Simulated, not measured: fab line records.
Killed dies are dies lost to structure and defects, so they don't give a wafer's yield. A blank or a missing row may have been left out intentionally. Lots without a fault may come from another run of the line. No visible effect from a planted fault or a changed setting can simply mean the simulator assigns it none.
fab line records | flow nand_harc
record lots=13 | wafers=38 | last_day=24
route steps=1159 shown A_SLIT@791 A_WL_FILL@825 END@1159
lots that met no fault: from a run of the same line without faults
start_h: hours from the record's first day to the start of the lot's first wafer shown | wait_h: hours from the lot's prior step to this one | " identical to the entry in the row above | L1.1+2: several wafers, shown together as one row | - no value, or no start was given | * or withheld: withheld | < > ~ a bound
route shown NAME@n: a module of which the file shows steps, and the number in the route of the first | usual: mean/standard deviation taken from wafers without a fault | same: alike in all rows | chamber/n: place in a boat | sites: per-site readings | _std_site: standard deviation across them | _edge_site: outer sites' mean less inner sites' | radius_mm: how far each site lies from the wafer's centre | mask NAME#n: copy n | behind: the last tool/chamber to shape the wafer | hold: cause of the lot's hold/its duration in hours/its outcome | device: which transistor (n, p or np) failed to switch | end of line: at the end of the route, the tests of the same wafers | a step without rows: its recipe alone | killed: at the first sort, the dies lost to defects and structure; wafer yield is something else | map: a wafer's dies, marking killed ones x, the rest . and places with no die _
set.NAME: the setting that was run; set.NAME@STEP: the one run at that earlier step | model.NAME: the simulator's own value behind a step, which no gauge read
the route's steps for a sample of lots (tables are steps, rows are wafers)
services: from which hour (start_h, from the record's first day; less than 0 if before it) a tool's chamber was out of use, for how many hours, and why
## steps
# step NHARC_A_SLIT_OVL_MEAS_10
# usual overlay_x_nm=0.0/0.84 | overlay_y_nm=0.0/0.9
lot.wafer | tool       | chamber | start_h | wait_h | overlay_x_nm | overlay_y_nm
L221.1    | overlay-01 | -       | 318.41  | -      | -0.6         | -0.6
L221.4    | "          | -       | "       | "      | -0.7         | -0.7
L221.5    | "          | -       | "       | "      | -0.8         | -1.0
L223.3    | overlay-01 | -       | 345.22  | -      | -0.2         | -0.7
L223.4    | "          | -       | "       | "      | -0.7         | -0.2
L223.5    | "          | -       | "       | "      | 0.3          | -0.5
L224.4    | overlay-01 | -       | 346.59  | -      | 1.5          | -0.6
L224.5    | "          | -       | "       | "      | 1.4          | -0.8
L224.6    | "          | -       | "       | "      | 0.7          | -1.0
L226.2    | overlay-02 | -       | 366.72  | -      | 0.3          | 0.1
L226.4    | "          | -       | "       | "      | 0.7          | 0.3
L226.6    | "          | -       | "       | "      | 1.0          | 0.4
L233.3    | overlay-02 | -       | 386.41  | -      | 0.9          | -0.9
L233.5    | "          | -       | "       | "      | 1.2          | -0.7
L234.4    | overlay-01 | -       | 395.19  | -      | -0.6         | 1.7
L234.5    | "          | -       | "       | "      | -0.7         | 1.9
L234.6    | "          | -       | "       | "      | -0.5         | 2.1
L232.1    | overlay-01 | -       | 401.05  | -      | -0.2         | 0.2
L232.3    | "          | -       | "       | "      | 0.7          | 0.3
L232.5    | "          | -       | "       | "      | 0.4          | 0.1
L238.3    | overlay-02 | -       | 422.60  | -      | 0.2          | -0.2
L238.5    | "          | -       | "       | "      | 0.0          | 0.5
L238.6    | "          | -       | "       | "      | -0.1         | 0.7
L237.1    | overlay-02 | -       | 423.59  | -      | -0.3         | 0.1
L237.2    | "          | -       | "       | "      | -0.3         | 0.7
L237.3    | "          | -       | "       | "      | 0.5          | 0.5
L239.1    | overlay-01 | -       | 424.69  | -      | 1.3          | 1.1
L239.3    | "          | -       | "       | "      | 2.1          | 1.1
L239.4    | "          | -       | "       | "      | 2.2          | 0.6
L242.2    | overlay-02 | -       | 439.35  | -      | 1.4          | 0.2
L242.4    | "          | -       | "       | "      | 1.3          | 0.1
L242.6    | "          | -       | "       | "      | 1.6          | -0.1
L243.1    | overlay-01 | -       | 440.11  | -      | 0.0          | -0.3
L243.3    | "          | -       | "       | "      | -0.1         | -0.3
L243.5    | "          | -       | "       | "      | 0.2          | -0.5
L244.1    | overlay-01 | -       | 465.22  | -      | -0.2         | -1.0
L244.2    | "          | -       | "       | "      | -0.1         | -0.3
L244.3    | "          | -       | "       | "      | 0.1          | -1.0
# step NHARC_A_SLIT_CD_MEAS_21
# usual cd_nm=289.2/0.82
lot.wafer | tool      | chamber | start_h | wait_h | cd_nm
L221.1    | cd_sem-01 | -       | 321.93  | -      | 287.9
L221.4    | "         | -       | "       | "      | 288.7
L221.5    | "         | -       | "       | "      | 288.6
L223.3    | cd_sem-03 | -       | 352.47  | -      | 289.2
L223.4    | "         | -       | "       | "      | 289.0
L223.5    | "         | -       | "       | "      | 289.2
L224.4    | cd_sem-03 | -       | 354.16  | -      | 288.3
L224.5    | "         | -       | "       | "      | 290.0
L224.6    | "         | -       | "       | "      | 288.9
L226.2    | cd_sem-01 | -       | 371.16  | -      | 288.6
L226.4    | "         | -       | "       | "      | 287.7
L226.6    | "         | -       | "       | "      | 289.0
L233.3    | cd_sem-01 | -       | 391.54  | -      | 288.7
L233.5    | "         | -       | "       | "      | 288.3
L234.4    | cd_sem-01 | -       | 400.94  | -      | 289.9
L234.5    | "         | -       | "       | "      | 290.3
L234.6    | "         | -       | "       | "      | 290.2
L232.1    | cd_sem-01 | -       | 404.72  | -      | 289.0
L232.3    | "         | -       | "       | "      | 290.0
L232.5    | "         | -       | "       | "      | 288.9
L238.3    | cd_sem-02 | -       | 426.09  | -      | 288.2
L238.5    | "         | -       | "       | "      | 289.1
L238.6    | "         | -       | "       | "      | 287.9
L237.1    | cd_sem-03 | -       | 427.08  | -      | 289.1
L237.2    | "         | -       | "       | "      | 288.8
L237.3    | "         | -       | "       | "      | 289.1
L239.1    | cd_sem-02 | -       | 428.76  | -      | 289.3
L239.3    | "         | -       | "       | "      | 290.2
L239.4    | "         | -       | "       | "      | 289.7
L242.2    | cd_sem-01 | -       | 444.13  | -      | 291.3
L242.4    | "         | -       | "       | "      | 290.6
L242.6    | "         | -       | "       | "      | 290.5
L243.1    | cd_sem-02 | -       | 444.55  | -      | 289.2
L243.3    | "         | -       | "       | "      | 288.8
L243.5    | "         | -       | "       | "      | 288.9
L244.1    | cd_sem-01 | -       | 469.82  | -      | 290.4
L244.2    | "         | -       | "       | "      | 290.0
L244.3    | "         | -       | "       | "      | 288.9
# step NHARC_A_WL_FILL_ETCHBACK_17
# recipe target_depth_a=40 | time_s=26.7 | chemistry=Cl2/BCl3
# usual drypump_motor_current_A=5.5/0.52 | oes_product_au=1.004/0.0096 | run_length_s=47.8/0.47
lot.wafer | tool         | chamber | start_h | wait_h | drypump_motor_current_A | oes_product_au | rf_hours_counter_h | run_length_s
L221.1    | rie_metal-03 | 0       | 353.30  | -      | 5.3                     | 1.002          | 1.2                | 47.5
L221.4    | "            | 0       | "       | "      | 5.3                     | 1.000          | -                  | 47.0
L221.5    | "            | 0       | "       | "      | 5.3                     | 0.995          | -                  | 47.3
L223.3    | rie_metal-03 | 1       | 377.75  | -      | 5.6                     | 1.002          | -                  | 47.6
L223.4    | "            | 0       | "       | "      | 5.3                     | 1.009          | -                  | 47.0
L223.5    | "            | 0       | "       | "      | 5.3                     | 1.010          | -                  | 47.8
L224.4    | rie_metal-03 | 1       | 380.89  | -      | 5.6                     | 1.006          | -                  | 47.3
L224.6    | "            | 1       | "       | "      | 5.6                     | 1.006          | -                  | 47.7
L224.5    | "            | 0       | "       | "      | 5.3                     | 1.006          | -                  | 47.0
L226.2    | rie_metal-03 | 1       | 394.14  | -      | 5.6                     | 1.007          | 2.6                | 47.4
L226.4    | "            | 1       | "       | "      | 5.6                     | 1.010          | -                  | 48.2
L226.6    | "            | 1       | "       | "      | 5.6                     | 1.007          | -                  | 39.9
L233.3    | rie_metal-03 | 0       | 422.51  | -      | 5.3                     | 0.991          | -                  | 39.9
L233.5    | "            | 0       | "       | "      | 5.3                     | 0.988          | -                  | 47.1
L234.4    | rie_metal-01 | 1       | 427.35  | -      | 6.5                     | 1.002          | -                  | 47.9
L234.6    | "            | 1       | "       | "      | 6.5                     | 0.992          | -                  | 48.1
L234.5    | "            | 0       | "       | "      | 6.0                     | 1.024          | -                  | 47.6
L232.1    | rie_metal-03 | 1       | 427.38  | -      | 5.6                     | 1.009          | 3.1                | 47.7
L232.3    | "            | 1       | "       | "      | 5.6                     | 1.017          | -                  | 39.9
L232.5    | "            | 1       | "       | "      | 5.6                     | 1.004          | -                  | 48.0
L238.3    | rie_metal-02 | 0       | 453.45  | -      | 5.5                     | 0.991          | -                  | 48.5
L238.6    | "            | 0       | "       | "      | 5.4                     | 1.012          | -                  | 48.3
L238.5    | "            | 1       | "       | "      | 4.7                     | 0.986          | -                  | 47.5
L237.2    | rie_metal-01 | 1       | 456.52  | -      | 6.5                     | 1.002          | 2.9                | 48.0
L237.1    | "            | 0       | "       | "      | 6.0                     | 1.014          | 3.5                | 48.1
L237.3    | "            | 0       | "       | "      | 6.0                     | 1.009          | -                  | 47.3
L239.1    | rie_metal-02 | 1       | 459.63  | -      | 4.7                     | 1.007          | 1.9                | 47.6
L239.4    | "            | 0       | "       | "      | 5.5                     | 1.009          | -                  | 48.7
L239.3    | "            | 1       | "       | "      | 4.7                     | 0.996          | -                  | 47.5
L243.1    | rie_metal-01 | 0       | 468.13  | -      | 6.0                     | 1.010          | 4.1                | 47.4
L243.3    | "            | 0       | "       | "      | 6.0                     | 1.011          | -                  | 48.1
L243.5    | "            | 1       | "       | "      | 6.5                     | 1.019          | -                  | 48.3
L242.2    | rie_metal-02 | 0       | 471.26  | -      | 5.5                     | 1.017          | 2.2                | 48.6
L242.4    | "            | 1       | "       | "      | 4.7                     | 0.994          | -                  | 47.6
L242.6    | "            | 0       | "       | "      | 5.4                     | 1.007          | -                  | 48.6
L244.1    | rie_metal-02 | 0       | 493.43  | -      | 5.4                     | 1.004          | 2.7                | 48.6
L244.2    | "            | 1       | "       | "      | 4.7                     | 0.984          | 2.7                | 47.5
L244.3    | "            | 1       | "       | "      | 4.7                     | 0.981          | -                  | 47.7
# step NHARC_A_WL_FILL_CMP_12
# recipe t_overpolish_s=30 | target_thk_nm=75
# usual motor_current_A=11.7/0.95 | overpolish_run_s=29.999/0.0091 | slurry_filter_dp_kPa=13.48/0.14 | time_to_endpoint_s=14.8/2.6
lot.wafer | tool   | chamber | start_h | wait_h | motor_current_A | overpolish_run_s | slurry_filter_dp_kPa | time_to_endpoint_s
L221.4    | cmp-04 | 0       | 364.07  | 2.9    | 12.6            | 30.005           | 13.44                | 14.1
L221.1    | "      | 2       | "       | "      | 13.0            | 29.996           | 13.54                | 15.2
L221.5    | "      | 0       | "       | "      | 12.4            | 30.006           | 13.25                | 13.5
L223.3    | cmp-04 | 2       | 391.94  | 3.0    | 12.3            | 29.994           | 13.56                | 19.2
L223.4    | "      | 3       | "       | "      | 12.7            | 30.010           | 13.55                | 19.7
L223.5    | "      | 0       | "       | "      | 12.6            | 29.998           | 13.61                | 19.1
L224.4    | cmp-02 | 3       | 401.94  | 2.9    | 11.7            | 29.989           | 13.38                | 16.0
L224.5    | "      | 1       | "       | "      | 12.0            | 29.996           | 13.51                | 17.7
L224.6    | "      | 2       | "       | "      | 11.0            | 29.992           | 13.53                | 17.2
L226.2    | cmp-02 | 1       | 415.06  | 3.6    | 12.8            | 29.997           | 13.51                | 17.8
L226.4    | "      | 3       | "       | "      | 11.9            | 30.003           | 13.41                | 16.6
L226.6    | "      | 1       | "       | "      | 11.8            | 29.996           | 13.27                | 17.9
L233.3    | cmp-02 | 3       | 433.43  | 2.9    | 11.4            | 30.011           | 13.46                | 9.7
L233.5    | "      | 3       | "       | "      | 11.7            | 29.984           | 13.61                | 12.1
L232.1    | cmp-02 | 0       | 438.16  | 4.3    | 13.3            | 30.001           | 13.58                | 17.3
L232.3    | "      | 3       | "       | "      | 11.2            | 29.992           | 13.66                | 15.6
L232.5    | "      | 1       | "       | "      | 12.2            | 30.018           | 13.51                | 16.6
L234.4    | cmp-03 | 3       | 438.45  | 2.9    | 11.2            | 29.989           | 13.54                | 14.8
L234.5    | "      | 3       | "       | "      | 12.2            | 29.998           | 13.42                | 12.8
L234.6    | "      | 0       | "       | "      | 10.8            | 29.990           | 13.34                | 13.9
L238.3    | cmp-02 | 0       | 464.52  | 2.2    | 13.7            | 29.988           | 13.62                | 15.4
L238.6    | "      | 2       | "       | "      | 10.4            | 30.007           | 13.54                | 16.5
L238.5    | "      | 3       | "       | "      | 11.4            | 29.998           | 13.48                | 14.9
L237.3    | cmp-04 | 1       | 471.82  | 2.2    | 10.8            | 29.999           | 13.32                | 11.8
L237.2    | "      | 2       | "       | "      | 12.7            | 29.988           | 13.61                | 14.2
L237.1    | "      | 3       | "       | "      | 12.4            | 30.004           | 13.48                | 10.6
L239.4    | cmp-03 | 0       | 473.87  | 2.2    | 10.2            | 30.005           | 13.42                | 11.4
L239.1    | "      | 1       | "       | "      | 11.5            | 30.003           | 13.52                | 15.7
L239.3    | "      | 3       | "       | "      | 11.2            | 29.999           | 13.18                | 11.2
L243.1    | cmp-02 | 1       | 478.58  | 3.6    | 11.8            | 30.008           | 13.55                | 15.8
L243.3    | "      | 2       | "       | "      | 10.6            | 30.001           | 13.69                | 14.5
L243.5    | "      | 1       | "       | "      | 12.3            | 29.986           | 13.28                | 13.3
L242.4    | cmp-03 | 3       | 487.54  | 2.2    | 11.1            | 29.993           | 13.56                | 14.0
L242.2    | "      | 0       | "       | "      | 10.6            | 29.996           | 13.52                | 13.5
L242.6    | "      | 3       | "       | "      | 11.8            | 29.995           | 13.36                | 12.7
L244.3    | cmp-03 | 2       | 508.51  | 5.0    | 12.8            | 30.001           | 13.27                | 10.0
L244.2    | "      | 3       | "       | "      | 11.8            | 29.991           | 13.61                | 12.7
L244.1    | "      | 0       | "       | "      | 10.3            | 30.002           | 13.31                | 14.1
# step NHARC_END_SORT_01
# recipe temp_c=25
# usual killed_at_array=29/9.4 | killed_at_other=0.7/1.3 | killed_at_periphery=2.9/2.1 | killed_dies=32/9 | killed_open=3.3/1.8 | killed_short=1.9/1.4
# same gross_dies=677
lot.wafer | tool      | chamber | start_h | wait_h | killed_at_array | killed_at_other | killed_at_periphery | killed_dies | killed_open | killed_short
L232.1    | prober-02 | 0       | 519.52  | 2.4    | 40              | 0               | 1                   | 41          | 4           | 2
L232.3    | prober-02 | 0       | 521.12  | 3.1    | 40              | 0               | 1                   | 41          | 2           | 1
L232.5    | prober-02 | 0       | 522.72  | 3.7    | 40              | 0               | 0                   | 40          | 5           | 1
L234.4    | prober-01 | 0       | 521.19  | 3.4    | 21              | 1               | 7                   | 29          | 3           | 2
L234.5    | prober-01 | 0       | 522.00  | 3.7    | 29              | 2               | 5                   | 36          | 7           | 1
L234.6    | prober-01 | 0       | 522.80  | 4.0    | 15              | 1               | 4                   | 20          | 4           | 0
L238.3    | prober-02 | 0       | 549.57  | 3.1    | 25              | 0               | 6                   | 31          | 2           | 3
L238.5    | prober-02 | 0       | 551.14  | 3.6    | 33              | 2               | 2                   | 37          | 3           | 5
L238.6    | prober-02 | 0       | 551.92  | 3.9    | 22              | 2               | 1                   | 25          | 3           | 1
L239.1    | prober-02 | 0       | 563.51  | 2.5    | 34              | 0               | 2                   | 36          | 2           | 2
L239.3    | prober-02 | 0       | 565.09  | 3.1    | 41              | 0               | 2                   | 43          | 3           | 3
L239.4    | prober-02 | 0       | 565.89  | 3.4    | 37              | 1               | 2                   | 40          | 2           | 2
# killed by level:class
L232.1 A_CHANNEL_HOLE_D1:chamber_film_flake=15 A_SLIT:chamber_film_flake=15 A_CHANNEL_FILL_D1:chamber_film_flake=3 A_CHANNEL_FILL_D1:geometric_particle:open=2 A_WL_FILL:chamber_film_flake=2 P_GATE:geometric_particle:open=1 A_CHANNEL_FILL_D1:geometric_particle:short=1 A_SGD_CUT:geometric_particle:open=1
L232.3 A_CHANNEL_HOLE_D1:chamber_film_flake=18 A_SLIT:chamber_film_flake=16 A_WL_FILL:chamber_film_flake=2 P_M2:geometric_particle:short=1 A_ONON_D1:geometric_particle:open=1 A_CHANNEL_FILL_D1:geometric_particle:open=1 A_CHANNEL_FILL_D1:chamber_film_flake=1 A_CONTACT:chamber_film_flake=1
L234.4 A_CHANNEL_HOLE_D1:chamber_film_flake=9 A_CONTACT:chamber_film_flake=4 P_M1:chamber_film_flake=3 A_M1:chamber_film_flake=3 P_BONDPAD:chamber_film_flake=2 A_STAIRCASE:chamber_film_flake=2 P_GATE:geometric_particle:open=1 P_M0:geometric_particle:open=1
L234.5 A_M1:chamber_film_flake=8 A_CONTACT:chamber_film_flake=7 A_CHANNEL_HOLE_D1:chamber_film_flake=6 A_M0:geometric_particle:open=2 P_BONDPAD:chamber_film_flake=2 THIN_TSV:chamber_film_flake=2 P_CONTACT:geometric_particle:open=1 P_M1:geometric_particle:open=1
L232.5 A_CHANNEL_HOLE_D1:chamber_film_flake=14 A_SLIT:chamber_film_flake=12 A_CONTACT:chamber_film_flake=3 A_CHANNEL_FILL_D1:geometric_particle:open=2 A_CHANNEL_FILL_D1:chamber_film_flake=2 A_STAIRCASE:chamber_film_flake=2 A_ONON_D1:geometric_particle:open=1 A_CHANNEL_HOLE_D1:geometric_particle:open=1
L234.6 A_CHANNEL_HOLE_D1:chamber_film_flake=6 P_BONDPAD:chamber_film_flake=3 A_M1:chamber_film_flake=3 A_CONTACT:geometric_particle:open=2 A_STAIRCASE:chamber_film_flake=2 P_M0:geometric_particle:open=1 A_ONON_D1:geometric_particle:open=1 A_CONTACT:chamber_film_flake=1
L238.3 A_CHANNEL_HOLE_D1:chamber_film_flake=20 P_GATE:chamber_film_flake=2 A_CONTACT:chamber_film_flake=2 P_GATE:geometric_particle:short=1 P_CONTACT:geometric_particle:open=1 P_M1:geometric_particle:open=1 A_CHANNEL_FILL_D1:geometric_particle:short=1 A_M0:geometric_particle:short=1
L238.5 A_CHANNEL_HOLE_D1:chamber_film_flake=22 A_CONTACT:chamber_film_flake=3 A_CHANNEL_FILL_D1:geometric_particle:short=2 THIN_TSV:chamber_film_flake=2 P_GATE:geometric_particle:short=1 P_GATE:geometric_particle:open=1 A_ONON_D1:geometric_particle:short=1 A_CHANNEL_FILL_D1:geometric_particle:open=1
L238.6 A_CHANNEL_HOLE_D1:chamber_film_flake=12 A_CHANNEL_FILL_D1:chamber_film_flake=3 A_CONTACT:chamber_film_flake=2 THIN_TSV:chamber_film_flake=2 A_SOURCE_PLATE:geometric_particle:short=1 A_CHANNEL_FILL_D1:geometric_particle:open=1 A_BLC:geometric_particle:open=1 A_M0:geometric_particle:open=1
L239.1 A_SLIT:chamber_film_flake=19 A_CHANNEL_HOLE_D1:chamber_film_flake=7 A_CONTACT:chamber_film_flake=3 A_BLC:chamber_film_flake=2 P_CONTACT:geometric_particle:open=1 P_M0:geometric_particle:short=1 A_WL_FILL:geometric_particle:short=1 A_BONDPAD:geometric_particle:open=1
L239.3 A_SLIT:chamber_film_flake=20 A_CHANNEL_HOLE_D1:chamber_film_flake=10 A_CONTACT:chamber_film_flake=6 A_WL_FILL:geometric_particle:short=2 P_M1:geometric_particle:open=1 A_SGD_CUT:geometric_particle:open=1 A_CONTACT:geometric_particle:open=1 A_M0:geometric_particle:short=1
L239.4 A_SLIT:chamber_film_flake=15 A_CHANNEL_HOLE_D1:chamber_film_flake=10 A_CONTACT:chamber_film_flake=6 P_GATE:chamber_film_flake=2 A_STAIRCASE:chamber_film_flake=2 A_CHANNEL_FILL_D1:geometric_particle:open=1 A_SGD_CUT:geometric_particle:short=1 A_CONTACT:geometric_particle:open=1
## services
tool         | chamber | start_h | hours | kind
rie_metal-01 | -       | 332.00  | 9.0   | pm
cmp-03       | -       | 347.80  | 1.2   | repair
cmp-03       | -       | 352.22  | 4.0   | pm
cmp-03       | -       | 356.22  | -     | consumable_replace:conditioner
cmp-02       | -       | 366.11  | 5.5   | repair
cmp-02       | -       | 372.02  | 1.8   | repair
cmp-04       | -       | 374.02  | 1.0   | repair
cmp-04       | -       | 378.30  | 2.3   | repair
rie_metal-01 | 1       | 379.89  | 15.7  | repair
rie_metal-02 | -       | 388.00  | 9.0   | pm
cmp-03       | -       | 389.89  | 1.0   | repair
cmp-04       | -       | 399.00  | 4.0   | pm
cmp-02       | -       | 422.66  | 4.0   | pm
cmp-02       | -       | 426.66  | -     | consumable_replace:conditioner
cmp-02       | -       | 426.66  | -     | consumable_replace:pad
cmp-02       | -       | 438.51  | 0.9   | repair
rie_metal-03 | 1       | 444.02  | 4.8   | repair
cmp-03       | -       | 449.90  | 4.4   | repair
rie_metal-03 | -       | 453.15  | 9.0   | pm
rie_metal-03 | 0       | 453.15  | 9.0   | vent_cycle
rie_metal-03 | 1       | 453.15  | 9.0   | vent_cycle
rie_metal-03 | 0       | 462.15  | -     | clean
rie_metal-03 | 1       | 462.15  | -     | clean
cmp-04       | -       | 497.00  | 4.0   | pm
## key
first_sign step=NHARC_A_WL_FILL_ETCHBACK_17 | reading=run_length_s | direction=down | sigmas=17 | usual=* | struck=*
effect none on later readings
met_at NHARC_A_WL_FILL_ETCHBACK_17
struck_lots L226,L232,L233
struck_wafers L226.6,L232.3,L233.3
tester_left_out L226,L232,L233
not_acting_at NHARC_A_SLIT_OVL_MEAS_10,NHARC_A_SLIT_CD_MEAS_21,NHARC_A_WL_FILL_CMP_12
onset_between 380.89 394.14
fault kind=process_parameter_drift | tool=rie_metal-03 | chamber=- | onset_h=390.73 | steps=NHARC_A_WL_FILL_ETCHBACK_17 | channel=time_s | offset=* | shape=step | end_h=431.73 | scope=struck_wafers_only | acts_in=* | stated=*
# tester_left_out: of these lots the tester's yield and bins aren't shown, on N5 and GAA mostly nor the transistor test; their killed dies are dies lost to structure and defects alone, not to doping, threshold or leakage, so they don't give the yield
